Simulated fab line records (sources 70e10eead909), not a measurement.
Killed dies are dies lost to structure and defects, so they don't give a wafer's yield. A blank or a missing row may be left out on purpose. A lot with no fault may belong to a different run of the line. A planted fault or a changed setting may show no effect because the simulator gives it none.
fab line records	flow nandHarc
record lots=6	wafers=18	lastDay=24
route steps=1159 shown P_CONTACT@241 P_M0@253 END@1159
lots untouched by any fault: they come from a run of this same line in which no faults occurred
startH: hours from the record's first day to the start of the lot's first wafer shown	waitH: hours from the lot's prior step to this one	" repeats the value in the row above	L1.1+2: one row covering several wafers at once	- value missing, or start not given	* or withheld: withheld	< > ~ a bound
route shown NAME@n: a module of which the file shows steps, and the number in the route of the first	usual: the fault-free wafers' mean and standard deviation	same: alike in all rows	chamber/n: place in a boat	sites: each site's reading	_std_site: standard deviation of those values	_edge_site: inner sites' mean taken away from outer sites' mean	radiusMm: for every site, how far away it sits from the centre of the wafer	mask NAME#n: copy n	behind: tool/chamber where the wafer was last shaped	hold: reason for holding the lot/hours on hold/outcome of the hold	device: the n, p or np transistor that did not switch	end of line: at the end of the route, the tests of the same wafers	for a step that has no rows: nothing shown but its recipe	killed: dies lost to structure and defects at the first sort, not the wafer's yield	map: the dies of a wafer, with x for killed, . for not killed, _ for no die there
set.NAME: the run value of the setting; set.NAME@STEP: its run value at that earlier step	model.NAME: the simulator's own value behind a step, which no gauge read
lots seen at some steps along the route; tables by step, rows by wafer
services: when a tool's chamber went out of use (startH, in hours from the record's first day, below 0 if earlier), for how many hours, and the reason
## steps
# step NHARC_P_CONTACT_CD_MEAS_19
# usual cdNm=90.6/2.7
lot.wafer	tool	chamber	startH	waitH	cdNm
L300.1	cdSem-03	-	126.03	-	89.0
L300.2	"	-	"	"	90.8
L300.4	"	-	"	"	86.9
L301.1	cdSem-01	-	132.53	-	84.9
L301.2	"	-	"	"	90.5
L301.4	"	-	"	"	93.4
L302.3	cdSem-01	-	141.35	-	90.6
L302.4	"	-	"	"	92.9
L302.6	"	-	"	"	86.3
L303.4	cdSem-02	-	150.09	-	93.9
L303.5	"	-	"	"	92.1
L303.6	"	-	"	"	91.2
L311.2	cdSem-01	-	193.51	-	88.5
L311.4	"	-	"	"	89.2
L311.6	"	-	"	"	88.0
L316.1	cdSem-03	-	222.85	-	90.0
L316.3	"	-	"	"	96.2
L316.6	"	-	"	"	92.7
# step NHARC_P_CONTACT_STRIP_28
# recipe o2FlowSccm=500	arFlowSccm=0	biasW=0	chemistry=O2
# step NHARC_P_CONTACT_STRIP_29
# recipe timeS=1200	tempC=72.5	chemistry=postEtchResidueRemover
# step NHARC_P_CONTACT_DEGAS_38
# recipe tempC=300	timeS=60
# step NHARC_P_CONTACT_PRE_CLEAN_39
# recipe timeS=19.5	biasV=250	gas=Ar
# step NHARC_P_CONTACT_PVD_32
# recipe targetThkA=50	chamberPressurePa=5	powerW=5000	substrateTempC=200	timeS=17.7	material=Ti
# step NHARC_P_CONTACT_ALD_22
# recipe targetThkA=30	pulseTimeS=1	aldCycles=150	tempC=450	material=TiN
# step NHARC_P_CONTACT_CVD_23
# recipe targetThkA=2000	tempC=300	pressureTorr=40	wf6FlowSccm=40	h2FlowSccm=1600	arFlowSccm=1560	timeS=557	material=W
# step NHARC_P_CONTACT_CMP_24
# recipe tOverpolishS=30	targetThkNm=200
# step NHARC_P_CONTACT_SRD_26
# step NHARC_P_CONTACT_INSPECT_27
# usual rawDefectCount=294/110
lot.wafer	tool	chamber	startH	waitH	rawDefectCount
L300.1	defectInspect-01	-	135.31	0.1	394
L300.2	"	-	"	"	251
L300.4	"	-	"	"	231
L301.1	defectInspect-02	-	138.64	0.1	245
L301.2	"	-	"	"	142
L301.4	"	-	"	"	156
L302.3	defectInspect-01	-	143.57	0.1	365
L302.4	"	-	"	"	471
L302.6	"	-	"	"	266
L303.4	defectInspect-01	-	152.83	0.1	178
L303.5	"	-	"	"	282
L303.6	"	-	"	"	393
L311.2	defectInspect-02	-	195.73	0.1	139
L311.4	"	-	"	"	145
L311.6	"	-	"	"	193
L316.1	defectInspect-02	-	228.52	0.1	317
L316.3	"	-	"	"	263
L316.6	"	-	"	"	248
# step NHARC_P_M0_DEP_00
# recipe targetThkA=1500	targetThkNm=150	tempC=withheld	pressureTorr=5	flowSccm=200	rfW=600	material=SiOC
# usual showerheadVppV=1483/70
lot.wafer	tool	chamber	startH	waitH	showerheadVppV
L300.1	pecvd-02	1	135.43	0.1	1478
L300.2	"	2	"	"	1417
L300.4	"	1	"	"	1463
L301.1	pecvd-01	0	138.71	0.1	1494
L301.2	"	1	"	"	1584
L301.4	"	1	"	"	1556
L302.3	pecvd-02	0	143.68	0.1	1438
L302.6	"	2	"	"	1438
L302.4	"	0	"	"	1431
L303.6	pecvd-02	0	153.03	0.2	1440
L303.5	"	1	"	"	1444
L303.4	"	2	"	"	1399
L311.2	pecvd-03	1	195.80	0.1	1375
L311.4	"	1	"	"	1384
L311.6	"	1	"	"	1341
L316.1	pecvd-01	0	228.64	0.1	1497
L316.3	"	1	"	"	1599
L316.6	"	0	"	"	1486
# step NHARC_P_M0_DEHYDRATE_01
# recipe tempC=150	timeS=120
# step NHARC_P_M0_HMDS_02
# recipe timeS=30
# step NHARC_P_M0_COAT_33
# recipe tempC=200	timeS=65
# step NHARC_P_M0_COAT_03
# recipe spinRpm=1500	resistThkNm=90
# step NHARC_P_M0_SOFTBAKE_04
# recipe tempC=105	timeS=55
# step NHARC_P_M0_EBR_05
# step NHARC_P_M0_EXPOSE_06
# recipe na=1.35	targetCdNm=90	doseMj=81.28	maskId=P_M0
# step NHARC_P_M0_PEB_07
# recipe pebTempC=100	pebTimeS=65
# step NHARC_P_M0_DEVELOP_08
# recipe developTimeS=35	devTempC=23
# step NHARC_P_M0_CD_MEAS_09
# recipe targetCdNm=90	landingEnergyEv=500
# usual cdNm=89.8/0.81
lot.wafer	tool	chamber	startH	waitH	cdNm
L300.1	cdSem-01	0	136.22	-	90.2
L300.2	"	0	"	"	89.2
L300.4	"	0	"	"	89.5
L301.1	cdSem-01	0	139.56	-	89.4
L301.2	"	0	"	"	89.7
L301.4	"	0	"	"	89.9
L302.3	cdSem-02	0	144.48	-	88.6
L302.4	"	0	"	"	88.9
L302.6	"	0	"	"	88.7
L303.4	cdSem-03	0	153.75	-	89.9
L303.5	"	0	"	"	90.1
L303.6	"	0	"	"	88.7
L311.2	cdSem-03	0	196.77	-	89.3
L311.4	"	0	"	"	90.5
L311.6	"	0	"	"	89.9
L316.1	cdSem-03	0	229.30	-	90.8
L316.3	"	0	"	"	90.3
L316.6	"	0	"	"	90.2
# step NHARC_P_M0_OVL_MEAS_10
# recipe pitchNm=180
# usual overlayXNm=0.0/0.82	overlayYNm=-0.1/0.99
lot.wafer	tool	chamber	startH	waitH	overlayXNm	overlayYNm
L300.1	overlay-02	-	136.30	-	-0.9	1.5
L300.2	"	-	"	"	-0.2	2.1
L300.4	"	-	"	"	0.0	1.9
L301.1	overlay-01	-	139.65	-	0.4	-1.2
L301.2	"	-	"	"	0.2	-1.3
L301.4	"	-	"	"	-0.1	-0.7
L302.3	overlay-01	-	144.56	-	-1.1	-0.9
L302.4	"	-	"	"	-1.1	-1.2
L302.6	"	-	"	"	-1.0	-0.9
L303.4	overlay-01	-	153.83	-	-0.8	0.4
L303.5	"	-	"	"	-0.6	0.1
L303.6	"	-	"	"	-0.8	0.3
L311.2	overlay-02	-	196.85	-	0.0	-0.1
L311.4	"	-	"	"	0.8	0.5
L311.6	"	-	"	"	0.1	0.4
L316.1	overlay-01	-	229.39	-	0.7	0.4
L316.3	"	-	"	"	0.6	0.4
L316.6	"	-	"	"	1.2	0.1
# step NHARC_P_M0_INSPECT_11
# usual rawDefectCount=4.4/2.5
lot.wafer	tool	chamber	startH	waitH	rawDefectCount
L300.1	defectInspect-01	-	136.34	0.0	5
L300.2	"	-	"	"	3
L300.4	"	-	"	"	2
L301.1	defectInspect-02	-	139.69	0.0	14
L301.2	"	-	"	"	8
L301.4	"	-	"	"	3
L302.3	defectInspect-02	-	144.60	0.0	7
L302.4	"	-	"	"	5
L302.6	"	-	"	"	1
L303.4	defectInspect-01	-	153.86	0.0	2
L303.5	"	-	"	"	3
L303.6	"	-	"	"	0
L311.2	defectInspect-02	-	196.89	0.0	2
L311.4	"	-	"	"	4
L311.6	"	-	"	"	3
L316.1	defectInspect-01	-	229.43	0.0	5
L316.3	"	-	"	"	5
L316.6	"	-	"	"	3
# step NHARC_P_M0_DESCUM_14
# recipe timeS=3	o2FlowSccm=200	arFlowSccm=0	biasPowerW=0	chemistry=O2
# step NHARC_P_M0_ETCH_34
# recipe targetDepthA=400	overetchA=120	timeS=43.94	ionEnergyEv=200	n2FlowSccm=150	h2FlowSccm=150	arFlowSccm=0	rfW=400	biasW=150	chemistry=N2/H2
# step NHARC_P_M0_ETCH_15
# recipe targetDepthA=1500	overetchA=150	timeS=82.5	c4f8FlowSccm=withheld	arFlowSccm=400	rfW=600	biasW=300	chemistry=C4F8/Ar
# step NHARC_P_M0_CD_MEAS_16
# usual cdNm=89.7/1.1
lot.wafer	tool	chamber	startH	waitH	cdNm
L300.1	cdSem-02	-	136.70	-	90.7
L300.2	"	-	"	"	89.4
L300.4	"	-	"	"	88.9
L301.1	cdSem-02	-	140.09	-	90.7
L301.2	"	-	"	"	87.5
L301.4	"	-	"	"	88.5
L302.3	cdSem-03	-	145.00	-	88.4
L302.4	"	-	"	"	89.2
L302.6	"	-	"	"	88.3
L303.4	cdSem-03	-	154.24	-	90.1
L303.5	"	-	"	"	91.1
L303.6	"	-	"	"	88.7
L311.2	cdSem-03	-	197.25	-	89.3
L311.4	"	-	"	"	90.3
L311.6	"	-	"	"	89.3
L316.1	cdSem-02	-	229.79	-	92.1
L316.3	"	-	"	"	91.0
L316.6	"	-	"	"	90.7
# step NHARC_P_M0_STRIP_18
# recipe powerW=1000	n2FlowSccm=150	h2FlowSccm=150	arFlowSccm=0	biasW=0	chemistry=N2/H2
# step NHARC_P_M0_STRIP_19
# recipe timeS=600	tempC=30	chemistry=postEtchResidueRemover
# step NHARC_P_M0_DEGAS_28
# recipe tempC=250	timeS=60
# usual heaterPowerW=351/27
# same timeS=60
lot.wafer	tool	chamber	startH	waitH	heaterPowerW
L300.2	pvdSputter-02	-	137.32	-	309
L300.4	"	-	"	"	284
L300.1	"	-	"	"	342
L301.2	pvdSputter-03	-	140.72	-	394
L301.4	"	-	"	"	378
L301.1	"	-	"	"	347
L302.3	pvdSputter-03	-	145.68	-	389
L302.4	"	-	"	"	324
L302.6	"	-	"	"	343
L303.4	pvdSputter-01	-	154.85	-	368
L303.5	"	-	"	"	353
L303.6	"	-	"	"	366
L311.2	pvdSputter-01	-	197.88	-	378
L311.4	"	-	"	"	342
L311.6	"	-	"	"	348
L316.1	pvdSputter-03	-	230.42	-	344
L316.3	"	-	"	"	390
L316.6	"	-	"	"	348
# step NHARC_P_M0_PRE_CLEAN_29
# recipe timeS=30	tempC=280	gas=H2/He
# usual heaterPowerW=430/33
# same timeS=30
lot.wafer	tool	chamber	startH	waitH	heaterPowerW
L300.1	pvdSputter-02	-	-	-	443
L300.4	"	-	"	"	382
L300.2	"	-	"	"	353
L301.1	pvdSputter-03	-	-	-	410
L301.2	"	-	"	"	392
L301.4	"	-	"	"	458
L302.4	pvdSputter-03	-	-	-	475
L302.3	"	-	"	"	398
L302.6	"	-	"	"	425
L303.4	pvdSputter-01	-	-	-	439
L303.5	"	-	"	"	455
L303.6	"	-	"	"	439
L311.2	pvdSputter-01	-	-	-	425
L311.4	"	-	"	"	434
L311.6	"	-	"	"	458
L316.3	pvdSputter-03	-	-	-	410
L316.1	"	-	"	"	487
L316.6	"	-	"	"	450
# step NHARC_P_M0_PVD_20
# recipe targetThkA=50	biasV=168.6	powerW=15000	chamberPressurePa=0.12	timeS=8.06	substrateTempC=50	material=TaN
# usual throttleValvePct=30.1/0.74
# same timeS=8.06
lot.wafer	tool	chamber	startH	waitH	throttleValvePct
L300.1	pvdSputter-02	-	-	-	30.8
L300.4	"	-	"	"	30.6
L300.2	"	-	"	"	29.5
L301.2	pvdSputter-03	-	-	-	29.5
L301.1	"	-	"	"	30.7
L301.4	"	-	"	"	31.2
L302.3	pvdSputter-03	-	-	-	31.0
L302.4	"	-	"	"	30.9
L302.6	"	-	"	"	30.6
L303.4	pvdSputter-01	-	-	-	30.2
L303.6	"	-	"	"	30.7
L303.5	"	-	"	"	30.3
L311.4	pvdSputter-01	-	-	-	31.0
L311.2	"	-	"	"	30.3
L311.6	"	-	"	"	29.6
L316.1	pvdSputter-03	-	-	-	28.9
L316.3	"	-	"	"	31.0
L316.6	"	-	"	"	29.8
# step NHARC_P_M0_PVD_21
# recipe targetThkA=300	chamberPressurePa=5	powerW=5000	substrateTempC=30	timeS=20.49	material=Cu
# usual throttleValvePct=30.0/0.73
# same timeS=20.49
lot.wafer	tool	chamber	startH	waitH	throttleValvePct
L300.2	pvdSputter-02	-	-	-	29.3
L300.4	"	-	"	"	30.6
L300.1	"	-	"	"	29.4
L301.4	pvdSputter-03	-	-	-	30.7
L301.2	"	-	"	"	29.6
L301.1	"	-	"	"	28.7
L302.4	pvdSputter-03	-	-	-	28.7
L302.3	"	-	"	"	30.8
L302.6	"	-	"	"	28.6
L303.4	pvdSputter-01	-	-	-	30.1
L303.5	"	-	"	"	30.0
L303.6	"	-	"	"	30.0
L311.4	pvdSputter-01	-	-	-	30.2
L311.2	"	-	"	"	30.9
L311.6	"	-	"	"	30.0
L316.1	pvdSputter-03	-	-	-	31.0
L316.3	"	-	"	"	29.6
L316.6	"	-	"	"	29.4
# step NHARC_P_M0_ECD_22
# recipe targetThkA=4000	bathTempC=25	material=Cu
# step NHARC_P_M0_ANNEAL_30
# recipe tempC=225	timeS=90
# step NHARC_P_M0_CMP_23
# recipe tOverpolishS=20	targetThkNm=117.53
# usual motorCurrentA=12.7/1.3	retainingRingPressureFrac=1.000/0.0051	timeToEndpointS=29/3.2
lot.wafer	tool	chamber	startH	waitH	motorCurrentA	retainingRingPressureFrac	timeToEndpointS
L300.2	cmp-04	1	138.52	-	12.1	1.004	27
L300.1	"	2	"	"	12.1	0.996	29
L300.4	"	3	"	"	10.0	1.006	34
L301.2	cmp-01	3	141.81	-	14.4	0.994	28
L301.4	"	0	"	"	12.4	0.995	25
L301.1	"	2	"	"	11.9	0.994	30
L302.4	cmp-01	3	146.75	-	15.1	1.002	29
L302.3	"	2	"	"	12.0	1.004	28
L302.6	"	3	"	"	14.8	0.998	29
L303.4	cmp-01	2	155.95	-	11.6	1.004	27
L303.5	"	1	"	"	14.5	0.993	25
L303.6	"	2	"	"	11.7	1.001	29
L311.4	cmp-02	0	198.98	-	12.1	0.999	29
L311.2	"	2	"	"	12.3	0.997	28
L311.6	"	0	"	"	11.6	0.998	30
L316.1	cmp-01	3	231.53	-	14.6	1.003	32
L316.3	"	0	"	"	12.5	1.003	30
L316.6	"	2	"	"	11.5	1.009	33
# step NHARC_P_M0_SRD_25
# step NHARC_P_M0_INSPECT_27
# usual rawDefectCount=248/81
lot.wafer	tool	chamber	startH	waitH	rawDefectCount
L300.1	defectInspect-02	-	138.97	0.0	234
L300.2	"	-	"	"	185
L300.4	"	-	"	"	256
L301.1	defectInspect-01	-	142.28	0.0	279
L301.2	"	-	"	"	213
L301.4	"	-	"	"	284
L302.3	defectInspect-01	-	147.22	0.0	199
L302.4	"	-	"	"	344
L302.6	"	-	"	"	247
L303.4	defectInspect-02	-	156.40	0.0	195
L303.5	"	-	"	"	215
L303.6	"	-	"	"	270
L311.2	defectInspect-02	-	199.42	0.0	281
L311.4	"	-	"	"	292
L311.6	"	-	"	"	309
L316.1	defectInspect-01	-	232.01	0.0	209
L316.3	"	-	"	"	148
L316.6	"	-	"	"	197
# step NHARC_END_SORT_01
# recipe tempC=25
# usual defectLimitedYield=95.3/1.6	killedAtArray=27/11	killedAtOther=0.7/1.1	killedAtPeriphery=3.6/2.4	killedDies=32/11	killedOpen=3.3/1.8	killedShort=2.1/1.5	sort_bin_2_pct=1.4/0.64	sort_bin_3_pct=0.29/0.22	sort_bin_4_pct=3.0/1.1	sortNPass=645/11	sortRimYieldPct=95/3.5	sortYieldPct=95.3/1.6
# same grossDies=677	sort_bin_5_pct[%]=0	sort_bin_6_pct[%]=0	sort_bin_7_pct[%]=0	sort_bin_8_pct[%]=0	sortRimNGross=106.00
lot.wafer	tool	chamber	startH	waitH	defectLimitedYield[%]	killedAtArray	killedAtOther	killedAtPeriphery	killedDies	killedOpen	killedShort	sort_bin_2_pct[%]	sort_bin_3_pct[%]	sort_bin_4_pct[%]	sortNPass	sortRimYieldPct[%]	sortYieldPct[%]
L302.4	prober-01	0	464.65	3.4	0	14	0	663	677	3	6	98.2	0.15	1.6	0	0	0
L303.4	prober-02	0	512.34	3.4	0.1	22	0	654	676	5	0	97.6	0.44	1.8	1	1	0.1
L303.5	prober-02	0	513.14	3.7	0	33	0	644	677	4	3	96.8	0.15	3.1	0	0	0
L316.1	prober-02	0	564.64	2.5	92.8	41	1	7	49	3	4	1.8	0.30	5.2	628	97	92.8
L316.3	prober-02	0	566.25	3.1	93.4	39	2	4	45	0	2	1.9	0.44	4.3	632	98	93.4
L316.6	prober-02	0	568.66	4.0	93.5	39	2	3	44	4	5	1.5	0.59	4.4	633	83	93.5
# killed by level:class
L302.4 P_M0:areaDep=657 A_CHANNEL_HOLE_D1:chamberFilmFlake=5 A_STAIRCASE:chamberFilmFlake=3 A_CONTACT:chamberFilmFlake=3 P_CONTACT:geometricParticle:short=2 P_M0:geometricParticle:open=2 P_M0:geometricParticle:short=1 P_M1:geometricParticle:open=1
L303.4 P_M0:areaDep=653 A_CHANNEL_HOLE_D1:chamberFilmFlake=10 A_CONTACT:chamberFilmFlake=5 A_CONTACT:geometricParticle:open=3 A_STAIRCASE:chamberFilmFlake=3 P_BONDPAD:geometricParticle:open=1 A_CHANNEL_FILL_D1:geometricParticle:open=1
L303.5 P_M0:areaDep=641 A_CHANNEL_HOLE_D1:chamberFilmFlake=20 A_STAIRCASE:chamberFilmFlake=4 A_CONTACT:geometricParticle:open=3 A_CONTACT:chamberFilmFlake=3 P_M0:geometricParticle:short=1 P_M0:geometricParticle:open=1 A_SOURCE_PLATE:geometricParticle:short=1
L316.1 A_CHANNEL_HOLE_D1:chamberFilmFlake=18 A_STAIRCASE:chamberFilmFlake=13 A_CONTACT:chamberFilmFlake=5 P_STI:chamberFilmFlake=3 A_WL_FILL:geometricParticle:short=2 P_GATE:chamberFilmFlake=2 P_GATE:geometricParticle:open=1 P_M1:geometricParticle:short=1
L316.3 A_CHANNEL_HOLE_D1:chamberFilmFlake=29 A_STAIRCASE:chamberFilmFlake=6 P_STI:chamberFilmFlake=3 A_CONTACT:chamberFilmFlake=3 A_ONON_D1:geometricParticle:short=1 P_GATE:chamberFilmFlake=1 STARTING-WAFER:geometricParticle:short=1 THIN_TSV:chamberFilmFlake=1
L316.6 A_CHANNEL_HOLE_D1:chamberFilmFlake=19 A_STAIRCASE:chamberFilmFlake=9 A_CONTACT:chamberFilmFlake=3 A_WL_FILL:geometricParticle:open=2 P_M0:geometricParticle:short=1 A_ONON_D1:geometricParticle:short=1 A_CHANNEL_FILL_D1:geometricParticle:short=1 A_WL_FILL:geometricParticle:short=1
# map L302.4 (x killed, . not)
____________x____________
_________xxxxxxx_________
_______xxxxxxxxxxx_______
______xxxxxxxxxxxxx______
_____xxxxxxxxxxxxxxx_____
____xxxxxxxxxxxxxxxxx____
____xxxxxxxxxxxxxxxxx____
___xxxxxxxxxxxxxxxxxxx___
___xxxxxxxxxxxxxxxxxxx___
__xxxxxxxxxxxxxxxxxxxxx__
__xxxxxxxxxxxxxxxxxxxxx__
_xxxxxxxxxxxxxxxxxxxxxxx_
_xxxxxxxxxxxxxxxxxxxxxxx_
_xxxxxxxxxxxxxxxxxxxxxxx_
_xxxxxxxxxxxxxxxxxxxxxxx_
_xxxxxxxxxxxxxxxxxxxxxxx_
xxxxxxxxxxxxxxxxxxxxxxxxx
xxxxxxxxxxxxxxxxxxxxxxxxx
xxxxxxxxxxxxxxxxxxxxxxxxx
xxxxxxxxxxxxxxxxxxxxxxxxx
xxxxxxxxxxxxxxxxxxxxxxxxx
_xxxxxxxxxxxxxxxxxxxxxxx_
_xxxxxxxxxxxxxxxxxxxxxxx_
_xxxxxxxxxxxxxxxxxxxxxxx_
_xxxxxxxxxxxxxxxxxxxxxxx_
_xxxxxxxxxxxxxxxxxxxxxxx_
__xxxxxxxxxxxxxxxxxxxxx__
__xxxxxxxxxxxxxxxxxxxxx__
___xxxxxxxxxxxxxxxxxxx___
___xxxxxxxxxxxxxxxxxxx___
____xxxxxxxxxxxxxxxxx____
____xxxxxxxxxxxxxxxxx____
_____xxxxxxxxxxxxxxx_____
______xxxxxxxxxxxxx______
_______xxxxxxxxxxx_______
_________xxxxxxx_________
____________x____________
# map L303.5 (x killed, . not)
____________x____________
_________xxxxxxx_________
_______xxxxxxxxxxx_______
______xxxxxxxxxxxxx______
_____xxxxxxxxxxxxxxx_____
____xxxxxxxxxxxxxxxxx____
____xxxxxxxxxxxxxxxxx____
___xxxxxxxxxxxxxxxxxxx___
___xxxxxxxxxxxxxxxxxxx___
__xxxxxxxxxxxxxxxxxxxxx__
__xxxxxxxxxxxxxxxxxxxxx__
_xxxxxxxxxxxxxxxxxxxxxxx_
_xxxxxxxxxxxxxxxxxxxxxxx_
_xxxxxxxxxxxxxxxxxxxxxxx_
_xxxxxxxxxxxxxxxxxxxxxxx_
_xxxxxxxxxxxxxxxxxxxxxxx_
xxxxxxxxxxxxxxxxxxxxxxxxx
xxxxxxxxxxxxxxxxxxxxxxxxx
xxxxxxxxxxxxxxxxxxxxxxxxx
xxxxxxxxxxxxxxxxxxxxxxxxx
xxxxxxxxxxxxxxxxxxxxxxxxx
_xxxxxxxxxxxxxxxxxxxxxxx_
_xxxxxxxxxxxxxxxxxxxxxxx_
_xxxxxxxxxxxxxxxxxxxxxxx_
_xxxxxxxxxxxxxxxxxxxxxxx_
_xxxxxxxxxxxxxxxxxxxxxxx_
__xxxxxxxxxxxxxxxxxxxxx__
__xxxxxxxxxxxxxxxxxxxxx__
___xxxxxxxxxxxxxxxxxxx___
___xxxxxxxxxxxxxxxxxxx___
____xxxxxxxxxxxxxxxxx____
____xxxxxxxxxxxxxxxxx____
_____xxxxxxxxxxxxxxx_____
______xxxxxxxxxxxxx______
_______xxxxxxxxxxx_______
_________xxxxxxx_________
____________x____________
## services
tool	chamber	startH	hours	kind
pvdSputter-02	-	118.04	4.2	repair
cmp-02	-	128.50	4.0	pm
cmp-02	-	135.54	1.9	repair
pecvd-01	2	135.80	30.1	repair
cmp-02	-	140.17	2.2	repair
pecvd-01	1	142.07	6.4	repair
pecvd-02	-	145.32	0.5	repair
pvdSputter-02	-	152.93	3.7	repair
pecvd-02	-	153.17	13.0	pm
pecvd-02	0	153.17	13.0	ventCycle
pecvd-02	1	153.17	13.0	ventCycle
pecvd-02	2	153.17	13.0	ventCycle
cmp-02	-	153.92	2.3	repair
pvdSputter-01	-	158.00	10.0	pm
pvdSputter-02	-	162.59	11.5	repair
cmp-01	-	179.74	4.0	pm
cmp-01	-	183.74	-	consumableReplace:conditioner
cmp-01	-	183.74	-	consumableReplace:pad
pvdSputter-02	-	190.13	2.5	repair
cmp-04	-	203.00	4.0	pm
pvdSputter-01	-	212.95	16.6	repair
pvdSputter-02	-	214.07	10.0	pm
cmp-01	-	220.09	1.1	repair
cmp-02	-	226.50	4.0	pm
## key
firstSign step=NHARC_END_SORT_01	reading=killedAtPeriphery	direction=up	sigmas=99+	usual=3.6	struck=653.7
effect step=NHARC_END_SORT_01	reading=sort_bin_2_pct	direction=up	sigmas=99+	usual=1.4	struck=97.5
moreKillsBornAt NHARC_P_M0_DEP_00@pecvd-02=1951
metAt NHARC_P_M0_DEP_00
struckWafers L302.4,L303.4,L303.5
laterRowsLeftOut L302.4,L303.4,L303.5
onsetBetween 135.43 143.68
fault kind=processParameterDrift	tool=pecvd-02	chamber=-	onsetH=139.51	steps=NHARC_P_M0_DEP_00	channel=targetThkA	offset=*	shape=step	endH=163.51	scope=struckWafersOnly	actsIn=*	stated=*
# laterRowsLeftOut: the simulator's readings of these wafers behind a module that went badly wrong aren't trusted and aren't shown, but for the sort
